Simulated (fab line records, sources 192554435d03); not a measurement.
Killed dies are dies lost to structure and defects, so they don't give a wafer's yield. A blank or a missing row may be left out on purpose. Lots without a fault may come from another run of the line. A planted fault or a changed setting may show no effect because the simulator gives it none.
fab line records | flow n5_finfet
record lots=12 wafers=29 last_day=17
route steps=1938 shown BEOL_M0_SAQP@633 BEOL_M4@1111 PASSIVATION@1936
lots that met no fault: from a run of the same line without faults
start_h: hours from the record's first day to the start of the lot's first wafer shown | wait_h: hours since the lot's step before | " the same as in the row above | L1.1+2: a row that stands for several wafers | - no value, or no start given | * or withheld: withheld | < > ~ a bound
route shown NAME@n: a module of which the file shows steps, and the number in the route of the first | usual: mean/standard deviation of fault-free wafers | same: alike in all rows | chamber/n: place in a boat | sites: the reading at each site | _std_site: their standard deviation | _edge_site: outer sites' mean less inner sites' | radius_mm: how far each site lies from the wafer's centre | mask NAME#n: copy n | behind: the tool/chamber that last shaped the wafer | hold: why the lot was held/for how many hours/how that ended | device: the transistor (n, p or np) that didn't switch | end of line: the same wafers' tests at the end of the route | a step without rows: its recipe alone | killed: dies lost to structure and defects at the first sort, not the wafer's yield | map: a wafer's dies, x killed, . not, _ none there
set.NAME: the setting as run; set.NAME@STEP: as run at that earlier step | model.NAME: the simulator's own value behind a step, which no gauge read
steps of the route over a sample of lots; a table a step, a row a wafer
services: from which hour (start_h, from the record's first day; less than 0 if before it) a tool's chamber was out of use, for how many hours, and why
## steps
# step N5_BEOL_M0_SAQP_ILD_DEP_01
# recipe material=SiOC target_thk_a=454.19 temp_c=350 precursor=DEMS/O2 pressure_torr=5 rf_w=500 time_s=8.7
# usual heater_power_w=473/43 showerhead_plenum_p_Torr=5.686/0.011 throttle_valve_pct=11.6/0.65
# columns lot.wafer tool chamber start_h wait_h heater_power_w showerhead_plenum_p_Torr throttle_valve_pct
L283.2 pecvd-02 2 105.37 0.0 539 5.676 11.8
L283.5 " 1 " " 479 5.689 11.2
L284.1 pecvd-03 2 109.39 0.0 454 5.684 10.7
L284.6 " 0 " " 518 5.691 11.8
L285.2 pecvd-04 1 112.81 0.0 426 5.679 11.9
L285.5 " 2 " " 535 5.702 11.6
L285.6 " 0 " " 480 5.694 11.8
L286.1 pecvd-03 1 122.45 0.0 403 5.686 12.8
L286.6 " 2 " " 420 5.687 10.6
L287.1 pecvd-02 1 125.47 0.0 491 5.682 11.5
L287.6 " 1 " " 494 5.680 11.2
L288.1 pecvd-02 0 134.86 0.0 427 5.677 11.1
L288.3 " 1 " " 482 5.700 11.4
L289.3 pecvd-02 2 143.67 0.0 554 5.685 11.6
L289.4 " 2 " " 563 5.685 11.6
L289.5 " 1 " " 495 5.689 11.0
L291.1 pecvd-03 0 161.41 0.0 471 5.700 12.1
L291.5 " 0 " " 474 5.707 11.9
L291.6 " 2 " " 484 5.708 10.6
L292.2 pecvd-03 1 167.88 0.0 413 5.693 12.8
L292.3 " 0 " " 533 5.695 11.6
L292.4 " 1 " " 420 5.688 13.1
L294.1 pecvd-03 1 170.90 0.0 417 5.671 13.0
L294.3 " 0 " " 490 5.686 11.8
L294.4 " 0 " " 489 5.694 12.2
L298.4 pecvd-02 1 202.96 0.0 496 5.686 11.3
L298.6 " 1 " " 395 5.692 11.1
L301.4 pecvd-03 0 226.94 0.0 508 5.710 12.0
L301.6 " 1 " " 446 5.683 13.0
# step N5_BEOL_M0_SAQP_CD_MEAS_14
# recipe target_cd_nm=42.5 landing_energy_ev=500 detector=se_inlens
# usual cd_nm=42.6/0.39
# columns lot.wafer tool chamber start_h wait_h cd_nm
L283.2 cd_sem-01 0 107.49 - 42.6
L283.5 " 0 " " 43.2
L284.1 cd_sem-01 0 111.47 - 42.1
L284.6 " 0 " " 41.8
L285.2 cd_sem-03 0 113.68 - 42.7
L285.5 " 0 " " 43.2
L285.6 " 0 " " 43.4
L286.1 cd_sem-03 0 125.24 - 42.8
L286.6 " 0 " " 42.1
L287.1 cd_sem-03 0 126.44 - 42.6
L287.6 " 0 " " 42.3
L288.1 cd_sem-02 0 141.08 - 42.2
L288.3 " 0 " " 42.5
L289.3 cd_sem-01 0 146.29 - 42.9
L289.4 " 0 " " 42.6
L289.5 " 0 " " 43.0
L291.1 cd_sem-03 0 162.30 - 42.8
L291.5 " 0 " " 42.5
L291.6 " 0 " " 42.3
L292.2 cd_sem-01 0 170.63 - 42.9
L292.3 " 0 " " 42.4
L292.4 " 0 " " 42.5
L294.1 cd_sem-02 0 171.64 - 42.4
L294.3 " 0 " " 42.4
L294.4 " 0 " " 42.0
L298.4 cd_sem-03 0 206.19 - 42.4
L298.6 " 0 " " 43.0
L301.4 cd_sem-03 0 229.11 - 43.0
L301.6 " 0 " " 42.5
# step N5_BEOL_M0_SAQP_MANDREL_ETCH_20
# recipe target_depth_a=600 chemistry=HBr/Cl2 target=a-Si stop_on=SiNx bt_time_s=10 mask_material=SOC over_etch_frac=0.5 time_s=30 pressure_mtorr=10 icp_w=800 bias_w=75 HBr_flow_sccm=150 Cl2_flow_sccm=80 ends=end_point
# usual drypump_motor_current_A=5.9/0.38 oes_product_au=0.779/0.012 over_etch_frac=0.5/0 throttle_valve_pct=35.3/0.32
# columns lot.wafer tool chamber start_h wait_h drypump_motor_current_A oes_product_au over_etch_frac rf_hours_counter_h throttle_valve_pct
L283.2 rie_si-06 1 107.85 0.0 6.2 0.777 0.5 143 35.3
L283.5 " 3 " " 5.5 0.785 0.5 - 35.2
L284.1 rie_si-06 0 112.43 0.0 5.9 0.777 0.5 81 35.2
L284.6 " 3 " " 5.5 0.793 0.5 - 35.2
L285.2 rie_si-05 0 114.90 0.0 6.4 0.783 0.5 170 34.7
L285.5 " 0 " " 6.4 0.800 0.5 - 34.6
L285.6 " 3 " " 5.6 0.800 0.5 - 35.2
L286.1 rie_si-06 3 125.61 0.0 5.6 0.779 0.5 167 35.2
L286.6 " 1 " " 6.2 0.788 0.5 - 35.3
L287.1 rie_si-05 2 126.81 0.0 6.3 0.761 0.5 191 36.0
L287.6 " 1 " " 6.4 0.775 0.5 - 35.9
L288.1 rie_si-03 3 141.91 0.0 5.3 0.758 0.5 4 35.6
L288.3 " 0 " " 5.6 0.770 0.5 167 35.5
L289.3 rie_si-03 0 146.66 0.0 5.6 0.770 0.5 167 35.6
L289.4 " 1 " " 6.4 0.780 0.5 32 35.2
L289.5 " 2 " " 5.7 0.774 0.5 - 35.5
L291.1 rie_si-03 3 162.66 0.0 5.3 0.748 0.5 5 35.7
L291.5 " 3 " " 5.3 0.769 0.5 - 35.6
L291.6 " 2 " " 5.7 0.774 0.5 - 35.5
L292.2 rie_si-03 1 171.88 0.0 6.4 0.774 0.5 33 35.2
L292.3 " 2 " " 5.7 0.779 0.5 3 35.5
L292.4 " 0 " " 5.5 0.779 0.5 168 35.6
L294.1 rie_si-06 1 172.84 0.0 6.3 0.780 0.5 144 35.3
L294.3 " 0 " " 6.0 0.786 0.5 83 35.1
L294.4 " 2 " " 5.6 0.783 0.5 39 35.1
L298.4 rie_si-06 0 206.56 0.0 6.0 0.783 0.5 83 35.1
L298.6 " 1 " " 6.2 0.691 0.8477 - 35.5
L301.4 rie_si-06 2 230.56 0.0 5.7 0.775 0.5 40 35.2
L301.6 " 3 " " 5.5 0.700 0.8477 - 35.4
# step N5_BEOL_M0_SAQP_RECESS_114
# recipe chemistry=HF/NH3 target=SiO2 target_depth_a=144 afs_cycles=3 temp_c=30 sublimation_temp_c=180 sublimation_time_s=60
# usual drypump_motor_current_A=6.09/0.24 foreline_p_Torr=0.1280/0.00033
# same afs_cycles=3
# columns lot.wafer tool chamber start_h wait_h drypump_motor_current_A foreline_p_Torr
L283.2 vapor_etch-01 1 108.08 0.0 5.89 0.1284
L283.5 " 0 " " 5.93 0.1280
L284.1 vapor_etch-02 0 112.66 0.0 6.48 0.1280
L284.6 " 1 " " 6.30 0.1284
L285.2 vapor_etch-02 0 115.19 0.0 6.44 0.1282
L285.5 " 1 " " 6.28 0.1279
L285.6 " 0 " " 6.46 0.1281
L286.1 vapor_etch-01 0 125.84 0.0 5.93 0.1276
L286.6 " 0 " " 5.93 0.1281
L287.1 vapor_etch-02 1 127.04 0.0 6.24 0.1283
L287.6 " 0 " " 6.42 0.1280
L288.1 vapor_etch-01 0 142.14 0.0 5.90 0.1274
L288.3 " 0 " " 5.94 0.1281
L289.3 vapor_etch-01 1 147.01 0.1 5.86 0.1280
L289.4 " 0 " " 5.92 0.1283
L289.5 " 0 " " 5.92 0.1284
L291.1 vapor_etch-02 0 162.89 0.0 6.46 0.1275
L291.5 " 1 " " 6.31 0.1276
L291.6 " 0 " " 6.44 0.1281
L292.2 vapor_etch-01 0 172.22 0.0 5.91 0.1282
L292.3 " 1 " " 5.89 0.1283
L292.4 " 0 " " 5.91 0.1288
L294.1 vapor_etch-01 0 173.18 0.0 5.92 0.1279
L294.3 " 0 " " 5.92 0.1282
L294.4 " 1 " " 5.89 0.1276
L298.4 vapor_etch-01 0 206.91 0.1 5.90 0.1281
L298.6 " 1 " " 5.88 0.1270
L301.4 vapor_etch-02 0 231.05 0.1 6.46 0.1278
L301.6 " 1 " " 6.27 0.1277
# step N5_BEOL_M4_RC_MEAS_101
# usual DIBL_N=35.3/2.5 DIBL_P=35/3.3 IOFF_N=0.15/0.049 IOFF_P=0.20/0.056 ION_N=673/16 ION_P=462/10 SS_N=71.2/0.85 SS_P=73.0/0.97 VT_N=252/4.9 VT_P=-251/5
# columns lot.wafer tool chamber start_h wait_h DIBL_N[mV/V] DIBL_P[mV/V] IOFF_N[nA/um] IOFF_P[nA/um] ION_N[uA/um] ION_P[uA/um] SS_N[mV/dec] SS_P[mV/dec] VT_N[mV] VT_P[mV]
L283.2 prober-02 0 180.63 0.2 34.2 33 0.13 0.19 673 461 70.8 72.6 251 -249
L283.5 " 0 " " 31.6 31 0.10 0.15 662 464 70.7 71.8 255 -252
L284.1 prober-02 0 186.07 0.0 37.3 39 0.19 0.21 691 466 72.6 73.9 248 -251
L284.6 " 0 " " 37.2 38 0.18 0.20 680 457 72.3 73.5 251 -256
L285.2 prober-02 0 195.20 0.2 40.5 41 0.25 0.29 710 483 72.2 74.0 244 -246
L285.5 " 0 " " 36.0 35 0.13 0.17 677 464 70.9 73.0 252 -254
L285.6 " 0 " " 39.7 40 0.21 0.25 681 463 72.3 73.7 248 -248
L286.1 prober-01 0 197.92 0.0 38.6 41 0.24 0.30 708 481 72.3 75.0 242 -244
L286.6 " 0 " " 39.0 41 0.24 0.32 709 490 73.0 75.2 245 -243
L288.1 prober-02 0 198.92 0.0 35.2 35 0.13 0.17 662 449 71.6 72.9 250 -253
L288.3 " 0 " " 32.3 32 0.09 0.13 655 454 70.1 73.1 256 -257
L287.1 prober-02 0 201.60 0.0 35.9 37 0.16 0.24 684 478 72.1 73.5 250 -249
L287.6 " 0 " " 34.6 35 0.13 0.20 676 471 71.6 73.7 252 -249
L289.3 prober-01 0 219.50 0.3 33.9 34 0.13 0.19 668 462 70.8 72.4 252 -251
L289.4 " 0 " " 39.9 41 0.23 0.32 698 479 72.1 74.7 244 -244
L289.5 " 0 " " 42.3 44 0.33 0.39 712 481 73.3 75.4 240 -241
L291.1 prober-02 0 224.50 0.0 37.4 38 0.20 0.24 700 471 71.4 73.1 245 -251
L291.5 " 0 " " 37.0 37 0.17 0.22 692 468 72.1 74.1 248 -250
L291.6 " 0 " " 36.5 35 0.15 0.18 665 453 71.7 73.1 250 -254
L292.2 prober-01 0 237.24 0.2 37.3 39 0.18 0.25 673 466 71.5 73.4 248 -247
L292.3 " 0 " " 33.5 33 0.12 0.18 675 464 70.2 72.0 253 -251
L292.4 " 0 " " 33.3 32 0.11 0.16 660 465 70.5 72.0 255 -251
L294.1 prober-02 0 237.56 0.0 31.2 31 0.09 0.12 658 454 70.4 71.5 258 -259
L294.3 " 0 " " 33.6 33 0.11 0.14 654 450 70.6 72.9 256 -258
L294.4 " 0 " " 37.8 37 0.19 0.20 684 463 72.6 73.5 248 -253
L298.4 prober-01 0 268.39 0.5 35.8 37 0.15 0.27 676 478 71.1 73.7 251 -243
L298.6 " 0 " " 35.6 35 0.16 0.23 697 488 71.5 73.8 247 -243
L301.4 prober-01 0 292.82 0.5 35.7 36 0.15 0.20 675 468 71.0 72.7 252 -253
L301.6 " 0 " " 31.3 31 0.09 0.13 652 453 69.6 72.6 257 -257
# step N5_PASSIVATION_PROBE_49
# usual defect_limited_yield=91.3/1.4 killed_at_M0_to_M3=33/9.9 killed_at_M4_up=15/5.6 killed_at_contacts=13/5.7 killed_at_front_end=38/12 killed_at_other=4/3.1 killed_dies=103/17 killed_open=66/13 killed_short=32/7.8 sort_bin_4_leakage=0.02/0.16 sort_bin_5_function=5.1/0.95 sort_bin_6_memory=3.2/0.68 sort_n_pass=1077/17 sort_yield_pct=91.3/1.5
# same gross_dies=1180 killed_at_back_side=0 sort_bin_8_speed[%]=0
# columns lot.wafer tool chamber start_h wait_h defect_limited_yield[%] killed_at_M0_to_M3 killed_at_M4_up killed_at_contacts killed_at_front_end killed_at_other killed_dies killed_open killed_short sort_bin_4_leakage[%] sort_bin_5_function[%] sort_bin_6_memory[%] sort_n_pass sort_yield_pct[%]
L283.2 prober-02 - 288.28 0.1 91.0 22 18 19 44 3 106 78 28 0 5.5 3.4 1074 91.0
L283.5 prober-02 - 288.43 0.2 92.7 25 13 10 38 0 86 54 23 0 4.6 1.9 1094 92.7
L284.1 prober-02 - 294.34 0.0 91.2 56 5 12 25 6 104 56 45 0 4.1 4.3 1076 91.2
L284.6 prober-02 - 294.59 0.3 89.9 45 26 11 33 4 119 75 43 0 6.2 3.2 1061 89.9
L288.1 prober-01 - 298.65 0.0 91.0 33 20 12 39 2 106 70 33 0 5.0 3.6 1074 91.0
L288.3 prober-01 - 298.75 0.1 92.8 21 17 12 31 4 85 50 31 0 3.6 3.2 1095 92.8
L285.2 prober-02 - 299.49 0.1 88.9 50 18 13 47 3 131 83 45 0 7.8 3.1 1049 88.9
L285.5 prober-02 - 299.64 0.2 92.1 49 15 8 17 4 93 57 32 0 4.6 3.1 1087 92.1
L285.6 prober-02 - 299.69 0.3 90.5 56 5 13 35 3 112 71 37 0 6.0 3.0 1068 90.5
L286.1 prober-01 - 302.87 0.0 92.6 23 21 10 28 5 87 51 32 0 5.0 1.9 1093 92.6
L286.6 prober-01 - 303.12 0.3 90.2 32 32 9 38 5 116 71 42 0 5.8 3.6 1064 90.2
L287.1 prober-01 - 305.33 0.0 88.1 41 14 20 56 9 140 93 45 0 6.9 4.2 1040 88.1
L287.6 prober-01 - 305.58 0.3 89.5 22 8 17 75 2 124 96 27 0 7.2 3.1 1056 89.5
L289.3 prober-02 - 321.27 0.1 90.9 28 15 11 50 3 107 62 39 0 5.3 2.8 1073 90.9
L289.4 prober-02 - 321.32 0.2 90.9 26 20 20 40 1 107 70 29 0 6.3 2.5 1073 90.9
L289.5 prober-02 - 321.37 0.2 90.9 29 14 23 39 2 107 69 35 1.27 5.7 3.1 1058 89.7
L291.1 prober-01 - 335.18 0.0 93.1 26 15 11 27 2 81 51 25 0 3.9 2.5 1099 93.1
L291.5 prober-01 - 335.38 0.2 91.1 38 17 13 20 17 105 70 33 0 5.4 3.5 1075 91.1
L291.6 prober-01 - 335.43 0.3 92.7 27 13 8 31 7 86 49 28 0 3.8 2.6 1094 92.7
L292.2 prober-01 - 340.37 0.1 92.8 37 11 10 27 0 85 59 26 0 4.4 2.8 1095 92.8
L292.3 prober-01 - 340.42 0.1 90.4 47 16 12 32 6 113 61 48 0 5.0 3.9 1067 90.4
L292.4 prober-01 - 340.47 0.2 90.1 46 17 14 40 0 117 68 41 0 5.8 3.7 1063 90.1
L294.1 prober-02 - 345.94 0.0 94.2 13 16 4 36 0 69 43 24 0 3.6 1.9 1111 94.2
L294.3 prober-02 - 346.04 0.1 92.5 43 7 9 28 2 89 61 27 0 5.0 1.9 1091 92.5
L294.4 prober-02 - 346.09 0.2 92.8 29 9 7 38 2 85 45 33 0 4.1 2.3 1095 92.8
L298.4 prober-01 - 371.70 0.2 93.1 27 12 4 38 0 81 56 21 0 4.0 2.5 1099 93.1
L298.6 prober-01 - 371.80 0.3 91.2 36 10 3 53 2 104 71 32 0 5.1 3.6 1076 91.2
L301.4 prober-01 - 396.85 0.2 91.8 24 14 13 37 9 97 59 37 0 4.3 3.4 1083 91.8
L301.6 prober-01 - 396.95 0.3 92.2 23 13 12 36 8 92 59 29 0 4.2 3.2 1088 92.2
# killed by level:class
L283.2 FIN_SAQP:geometric_particle:open=15 MOL_CONTACT_COAG:geometric_particle:open=14 BEOL_M4:geometric_particle:open=10 FIN_SAQP:geometric_particle:short=8 BEOL_M0_SAQP:geometric_particle:open=8 BEOL_M5:geometric_particle:open=6 STI_FIN_REVEAL:geometric_particle:open=5 GATE_CUT:geometric_particle:short=5
L283.5 BEOL_M0_SAQP:geometric_particle:open=8 STI_FIN_REVEAL:geometric_particle:open=8 MOL_CONTACT_COAG:geometric_particle:open=8 HKMG_FIN:area_etch=7 FIN_SAQP:geometric_particle:open=5 ILD0:geometric_particle:short=4 BEOL_M0_SAQP:geometric_particle:short=4 BEOL_M0:geometric_particle:open=4
L284.1 BEOL_M0_SAQP:geometric_particle:short=21 MOL_CONTACT_COAG:geometric_particle:open=10 BEOL_M0_SAQP:geometric_particle:open=10 BEOL_M1:geometric_particle:open=9 BEOL_M2:geometric_particle:open=6 STI_FIN_REVEAL:geometric_particle:open=5 ILD0:geometric_particle:short=4 GATE_CUT:geometric_particle:open=3
L284.6 BEOL_M0_SAQP:geometric_particle:short=13 BEOL_M4:geometric_particle:open=13 MOL_CONTACT_COAG:geometric_particle:open=10 BEOL_M1:geometric_particle:open=9 BEOL_M0_SAQP:geometric_particle:open=8 GATE_CUT:geometric_particle:open=6 BEOL_M5:geometric_particle:open=6 GATE_CUT:geometric_particle:short=5
L288.1 STI_FIN_REVEAL:geometric_particle:open=12 MOL_CONTACT_COAG:geometric_particle:open=11 BEOL_M0:geometric_particle:open=8 BEOL_M2:geometric_particle:open=7 FIN_SAQP:geometric_particle:open=6 BEOL_M0:geometric_particle:short=5 FIN_SAQP:geometric_particle:short=4 GATE_CUT:geometric_particle:short=4
L288.3 MOL_CONTACT_COAG:geometric_particle:open=9 FIN_SAQP:geometric_particle:open=6 DUMMY_GATE:geometric_particle:open=6 FIN_SAQP:geometric_particle:short=5 STARTING-WAFER:geometric_particle:short=5 GATE_CUT:geometric_particle:short=3 MOL_CONTACT_COAG:geometric_particle:short=3 BEOL_M0_SAQP:geometric_particle:short=3
L285.2 BEOL_M2:geometric_particle:open=13 STI_FIN_REVEAL:geometric_particle:open=11 BEOL_M1:geometric_particle:open=10 MOL_CONTACT_COAG:geometric_particle:open=8 BEOL_M0_SAQP:geometric_particle:short=8 FIN_SAQP:geometric_particle:open=6 FIN_SAQP:geometric_particle:short=6 MOL_CONTACT_COAG:geometric_particle:short=5
L285.5 BEOL_M0_SAQP:geometric_particle:short=13 BEOL_M2:geometric_particle:open=12 BEOL_M0_SAQP:geometric_particle:open=7 MOL_CONTACT_COAG:geometric_particle:open=5 BEOL_M3:geometric_particle:open=5 BEOL_M4:geometric_particle:open=4 FIN_SAQP:geometric_particle:open=3 STI_FIN_REVEAL:geometric_particle:open=3
L285.6 BEOL_M0_SAQP:geometric_particle:open=19 BEOL_M0_SAQP:geometric_particle:short=12 MOL_CONTACT_COAG:geometric_particle:open=11 BEOL_M2:geometric_particle:open=10 STI_FIN_REVEAL:geometric_particle:open=6 BEOL_M1:geometric_particle:open=5 BEOL_M3:geometric_particle:open=5 FIN_SAQP:geometric_particle:short=4
L286.1 FIN_SAQP:geometric_particle:short=9 MOL_CONTACT_COAG:geometric_particle:open=7 BEOL_M0_SAQP:geometric_particle:short=6 BEOL_M1:geometric_particle:open=6 BEOL_M4:geometric_particle:short=6 BEOL_M4:geometric_particle:open=6 DUMMY_GATE:geometric_particle:open=5 BEOL_M0_SAQP:geometric_particle:open=5
L286.6 BEOL_M4:geometric_particle:open=14 FIN_SAQP:geometric_particle:short=10 FIN_SAQP:geometric_particle:open=9 BEOL_M1:geometric_particle:open=8 BEOL_M4:geometric_particle:short=8 BEOL_M0_SAQP:geometric_particle:open=7 BEOL_M0_SAQP:geometric_particle:short=7 MOL_CONTACT_COAG:geometric_particle:open=6
L287.1 MOL_CONTACT_COAG:geometric_particle:open=18 FIN_SAQP:geometric_particle:open=14 BEOL_M3:geometric_particle:open=13 STI_FIN_REVEAL:geometric_particle:open=11 FIN_SAQP:geometric_particle:short=10 BEOL_M1:geometric_particle:open=9 BEOL_M2:geometric_particle:open=6 BEOL_M0_SAQP:geometric_particle:short=6
L287.6 STI_FIN_REVEAL:geometric_particle:open=32 MOL_CONTACT_COAG:geometric_particle:open=15 FIN_SAQP:geometric_particle:open=11 BEOL_M0_SAQP:geometric_particle:open=10 BEOL_M3:geometric_particle:open=7 DUMMY_GATE:geometric_particle:short=5 GATE_CUT:geometric_particle:short=5 FIN_SAQP:geometric_particle:short=4
L289.3 FIN_SAQP:geometric_particle:short=11 STI_FIN_REVEAL:geometric_particle:open=10 MOL_CONTACT_COAG:geometric_particle:open=9 GATE_CUT:geometric_particle:short=6 BEOL_M5:geometric_particle:open=6 BEOL_M1:geometric_particle:open=6 HKMG_FIN:area_etch=6 BEOL_M0_SAQP:geometric_particle:open=5
L289.4 FIN_SAQP:geometric_particle:open=16 MOL_CONTACT_COAG:geometric_particle:open=15 BEOL_M0_SAQP:geometric_particle:short=7 BEOL_M0_SAQP:geometric_particle:open=7 BEOL_M4:geometric_particle:open=6 STARTING-WAFER:geometric_particle:open=4 FIN_SAQP:geometric_particle:short=4 STI_FIN_REVEAL:geometric_particle:open=4
L289.5 MOL_CONTACT_COAG:geometric_particle:open=18 FIN_SAQP:geometric_particle:open=9 BEOL_M2:geometric_particle:open=8 FIN_SAQP:geometric_particle:short=7 BEOL_M1:geometric_particle:open=7 GATE_CUT:geometric_particle:open=6 BEOL_M0_SAQP:geometric_particle:short=6 BEOL_M4:geometric_particle:open=5
L291.1 BEOL_M0_SAQP:geometric_particle:open=7 STI_FIN_REVEAL:geometric_particle:open=7 MOL_CONTACT_COAG:geometric_particle:open=7 FIN_SAQP:geometric_particle:open=6 BEOL_M3:geometric_particle:open=6 GATE_CUT:geometric_particle:short=5 BEOL_M2:geometric_particle:open=4 BEOL_M6:geometric_particle:open=4
L291.5 BEOL_M3:geometric_particle:open=14 MOL_CONTACT_COAG:geometric_particle:open=11 BEOL_M4:geometric_particle:open=7 BEOL_M0_SAQP:geometric_particle:open=7 MIM_TOP_ETCH:geometric_particle:short=7 BEOL_M2:geometric_particle:open=7 BEOL_M0_SAQP:geometric_particle:short=6 STI_FIN_REVEAL:geometric_particle:open=5
L291.6 BEOL_M3:geometric_particle:open=7 HKMG_FIN:area_etch=7 MOL_CONTACT_COAG:geometric_particle:open=6 FIN_SAQP:geometric_particle:short=5 STI_FIN_REVEAL:geometric_particle:open=5 BEOL_M1:geometric_particle:open=5 BEOL_M4:geometric_particle:open=5 ILD0:geometric_particle:short=3
L292.2 MOL_CONTACT_COAG:geometric_particle:open=9 BEOL_M2:geometric_particle:open=8 BEOL_M0:geometric_particle:open=7 BEOL_M4:geometric_particle:open=7 STI_FIN_REVEAL:geometric_particle:open=6 FIN_SAQP:geometric_particle:short=5 BEOL_M0:geometric_particle:short=5 BEOL_M2:geometric_particle:short=4
L292.3 BEOL_M3:geometric_particle:open=10 FIN_SAQP:geometric_particle:short=9 MOL_CONTACT_COAG:geometric_particle:open=8 BEOL_M2:geometric_particle:open=8 BEOL_M0_SAQP:geometric_particle:short=7 BEOL_M2:geometric_particle:short=7 STI_FIN_REVEAL:geometric_particle:open=6 DUMMY_GATE:geometric_particle:open=5
L292.4 FIN_SAQP:geometric_particle:short=19 BEOL_M0_SAQP:geometric_particle:open=11 BEOL_M4:geometric_particle:open=10 BEOL_M0_SAQP:geometric_particle:short=9 FIN_SAQP:geometric_particle:open=8 MOL_CONTACT_COAG:geometric_particle:open=8 BEOL_M2:geometric_particle:open=6 BEOL_M3:geometric_particle:open=6
L294.1 STI_FIN_REVEAL:geometric_particle:open=9 FIN_SAQP:geometric_particle:short=4 MOL_CONTACT_COAG:geometric_particle:open=4 BEOL_M6:geometric_particle:open=4 STARTING-WAFER:geometric_particle:short=4 FIN_SAQP:geometric_particle:open=3 ILD0:geometric_particle:short=3 BEOL_M1:geometric_particle:short=3
L294.3 BEOL_M1:geometric_particle:open=10 STI_FIN_REVEAL:geometric_particle:open=8 BEOL_M0_SAQP:geometric_particle:open=8 MOL_CONTACT_COAG:geometric_particle:open=7 BEOL_M2:geometric_particle:open=7 FIN_SAQP:geometric_particle:open=5 BEOL_M0_SAQP:geometric_particle:short=5 BEOL_M2:geometric_particle:short=4
L294.4 BEOL_M0_SAQP:geometric_particle:short=7 MOL_CONTACT_COAG:geometric_particle:open=6 BEOL_M0_SAQP:geometric_particle:open=6 HKMG_FIN:area_etch=6 STI_FIN_REVEAL:geometric_particle:open=5 BEOL_M2:geometric_particle:open=5 STI_FIN_REVEAL:geometric_particle:short=4 BEOL_M3:geometric_particle:open=4
L298.4 FIN_SAQP:geometric_particle:open=10 BEOL_M1:geometric_particle:open=10 FIN_SAQP:geometric_particle:short=6 BEOL_M0_SAQP:geometric_particle:open=5 BEOL_M4:geometric_particle:open=5 BEOL_M0_SAQP:geometric_particle:short=4 BEOL_M3:geometric_particle:open=4 STI_FIN_REVEAL:geometric_particle:open=3
L298.6 STI_FIN_REVEAL:geometric_particle:open=18 FIN_SAQP:geometric_particle:open=10 BEOL_M1:geometric_particle:open=10 BEOL_M3:geometric_particle:open=7 GATE_CUT:geometric_particle:open=5 BEOL_M0_SAQP:geometric_particle:open=5 BEOL_M0_SAQP:geometric_particle:short=5 FIN_SAQP:geometric_particle:short=3
L301.4 MOL_CONTACT_COAG:geometric_particle:open=12 BEOL_M3:geometric_particle:open=8 FIN_SAQP:geometric_particle:short=6 BEOL_M0_SAQP:geometric_particle:short=6 FIN_SAQP:geometric_particle:open=5 STI_FIN_REVEAL:geometric_particle:open=4 DUMMY_GATE:geometric_particle:open=4 GATE_CUT:geometric_particle:short=4
L301.6 FIN_SAQP:geometric_particle:open=11 MOL_CONTACT_COAG:geometric_particle:open=9 STI_FIN_REVEAL:geometric_particle:open=5 BEOL_M0_SAQP:geometric_particle:short=5 BEOL_M4:geometric_particle:open=5 FIN_SAQP:geometric_particle:short=4 BEOL_M0_SAQP:geometric_particle:open=4 PAD_METAL:geometric_particle:open=4
## services
# columns tool chamber start_h hours kind
pecvd-02 0 84.33 4.5 repair
pecvd-03 - 90.35 5.5 pm
rie_si-05 0 91.17 9.4 repair
pecvd-04 2 103.38 6.2 repair
rie_si-03 2 137.33 9.0 repair
pecvd-03 1 139.51 3.6 repair
pecvd-02 - 158.06 4.1 repair
rie_si-05 2 174.04 - clean
rie_si-05 2 174.04 14.6 scheduled_down
rie_si-05 2 174.04 14.6 vent_cycle
rie_si-06 2 176.00 10.6 repair
vapor_etch-02 1 187.69 0.9 repair
pecvd-03 1 190.69 5.5 scheduled_down
pecvd-04 1 199.84 2.1 scheduled_down
pecvd-02 2 202.38 - clean
pecvd-02 2 202.38 - consumable_replace:showerhead
pecvd-02 2 202.38 29.0 scheduled_down
pecvd-02 2 202.38 29.0 vent_cycle
rie_si-03 0 209.00 6.2 repair
rie_si-06 0 225.75 1.0 repair
## key
first_sign step=N5_BEOL_M0_SAQP_MANDREL_ETCH_20 reading=over_etch_frac direction=up sigmas=99+ usual=0.5 struck=0.8477
effect step=N5_BEOL_M0_SAQP_MANDREL_ETCH_20 reading=oes_product_au direction=down sigmas=6.9 usual=0.779 struck=0.695
met_at N5_BEOL_M0_SAQP_MANDREL_ETCH_20
struck_lots L298,L301
struck_wafers L298.6,L301.6
not_acting_at N5_BEOL_M0_SAQP_ILD_DEP_01,N5_BEOL_M0_SAQP_CD_MEAS_14,N5_BEOL_M0_SAQP_RECESS_114
onset_between 172.84 206.56
fault kind=process_parameter_drift tool=rie_si-06 chamber=- onset_h=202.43 steps=N5_BEOL_M0_SAQP_MANDREL_ETCH_20 channel=over_etch_frac offset=0.3477 shape=step end_h=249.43 scope=struck_wafers_only acts_in=these_recipes_only stated=0.5
